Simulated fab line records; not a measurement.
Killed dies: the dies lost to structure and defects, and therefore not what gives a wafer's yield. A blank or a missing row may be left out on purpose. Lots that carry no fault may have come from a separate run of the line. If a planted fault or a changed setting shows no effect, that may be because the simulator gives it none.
Struck lot and sound lot, side by side :: flow n5_finfet :: 16 steps out of a route of 1938
Sound: the wafers L941.3, L941.4, L941.5. Struck: wafer L951.6 (left out: L951.2, a lot-mate that was not struck); the cause follows at the end.
Order at every step that has rows: each side's tool, ch and its chambers, its first start. Under that, the readings that differ: sound wafers :: struck wafers :: difference of the means :: sigmas: that difference in standard deviations of wafers without a fault.
alike: readings with means less than 2 such deviations apart, plus words and numbers identical on both sides. not compared: withheld readings, readings lacking a value on some wafer, bounds such as >300 that could conceal the same value, and numbers that have no deviation in the record and whose values overlap.
Wherever a step has rows on one side only, a row that says differs or no value, or a row with sigmas, the two part there. Numbers that have no deviation but don't overlap get no sigmas and don't part them. A reading that every wafer of one side lacks parts them only if that side has two wafers or more.

first, 5 steps without rows for these wafers: N5_BEOL_M0_CUTY_EBR_52; N5_BEOL_M0_CUTY_SOFTBAKE_53 (time 60 s); N5_BEOL_M0_CUTY_EXPOSE_54 (exposes mask M0 ABLK); N5_BEOL_M0_CUTY_PEB_55 (peb time 60 s); N5_BEOL_M0_CUTY_DEVELOP_56 (develop time 30 s).
N5_BEOL_M0_CUTY_CD_MEAS_57: target cd 200 nm.
  sound on cd_sem-02 ch 0, day 8 22:59; struck on cd_sem-01 ch 0, day 11 04:10
  alike: cd_nm
N5_BEOL_M0_CUTY_OVL_MEAS_58:
  sound on overlay-01 ch 0, day 8 23:01; struck on overlay-02 ch 0, day 11 04:12
  alike: M0_ABLK_OVL
N5_BEOL_M0_CUTY_INSPECT_59: inspects for defects (macro).
  struck on defect_inspect-02, day 11 04:13; sound on defect_inspect-01, day 8 23:02
  alike: raw_defect_count
N5_BEOL_M0_CUTY_DESCUM_61: chemistry O2, time 7.9 s.
  sound on rie_diel-01 ch 1,2,3, day 8 23:13; struck on rie_diel-03 ch 0, day 11 04:16
  alike: bias_power_w, drypump_motor_current_A, oes_product_au, rf_vpp_V, showerhead_plenum_p_Torr, throttle_valve_pct
  not compared: rf_hours_counter_h
N5_BEOL_M0_CUTY_ETCH_62: etches SiARC in CF4, time 58.5 s.
  sound on rie_diel-01 ch 1,2,3, day 8 23:15; struck on rie_diel-03 ch 0, day 11 04:17
  alike: drypump_motor_current_A, etch_rf_on_time_s, oes_product_au, rf_vpp_V, showerhead_plenum_p_Torr, throttle_valve_pct
  not compared: rf_hours_counter_h
N5_BEOL_M0_CUTY_ETCH_63: etches SOC in N2/H2, target depth 82.7 nm, overetch 16.5 nm, time 124 s.
  sound on rie_diel-01 ch 1,2,3, day 8 23:17; struck on rie_diel-03 ch 0, day 11 04:20
  alike: drypump_motor_current_A, h2_flow_sccm, oes_product_au, rf_vpp_V, showerhead_plenum_p_Torr, throttle_valve_pct
  not compared: rf_hours_counter_h
then, 1 step without rows for these wafers: N5_BEOL_M0_CUTY_STRIP_64 (strips in N2/H2).
N5_BEOL_M0_ETCH_138: etches SiCN in CH3F/O2, target depth 12 nm, time 31.6 s.
  sound on rie_diel-01 ch 1,2,3, day 8 23:25; struck on rie_diel-03 ch 0, day 11 04:28
reading: etch_rf_on_time_s (s)
sound: 26.5 29.3 26.9
struck: 21.7
difference: -5.9
sigmas: -5
  alike: drypump_motor_current_A, oes_product_au, rf_vpp_V, showerhead_plenum_p_Torr, throttle_valve_pct
  not compared: rf_hours_counter_h
N5_BEOL_M0_HM_OPEN_105: chemistry Cl2/BCl3, target TiN, target depth 12 nm.
  sound on rie_metal-03 ch 0,1, day 8 23:35; struck on rie_metal-03 ch 0, day 11 08:41
  alike: drypump_motor_current_A, oes_product_au, throttle_valve_pct
  not compared: rf_hours_counter_h
-- record jumps: 3 days separate the struck wafers' starts on either side; left off in module BEOL_M0, taken up again in module BEOL_M4, whose first shown step is the route's number 1111 --
N5_BEOL_M4_RC_MEAS_101:
  sound on prober-02 ch 0, day 11 02:47; struck on prober-02 ch 0, day 14 02:31
reading: VT_P (mV)
sound: -257 -252 -251
struck: -246
difference: +7
sigmas: +2
  alike: DIBL_N, DIBL_P, IOFF_N, IOFF_P, ION_N, ION_P, SS_N, SS_P, VT_N
N5_PASSIVATION_PROBE_49:
  sound wafers here have rows in the record (prober-01, day 15 06:32); struck ones have none

== WHERE THEY PART ==
Earliest at N5_BEOL_M0_ETCH_138; latest, in this record, at N5_PASSIVATION_PROBE_49.

WHY: the cause the simulator had injected
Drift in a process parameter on rie_diel-03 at N5_BEOL_M0_ETCH_138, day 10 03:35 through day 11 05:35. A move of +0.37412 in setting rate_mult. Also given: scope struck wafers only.
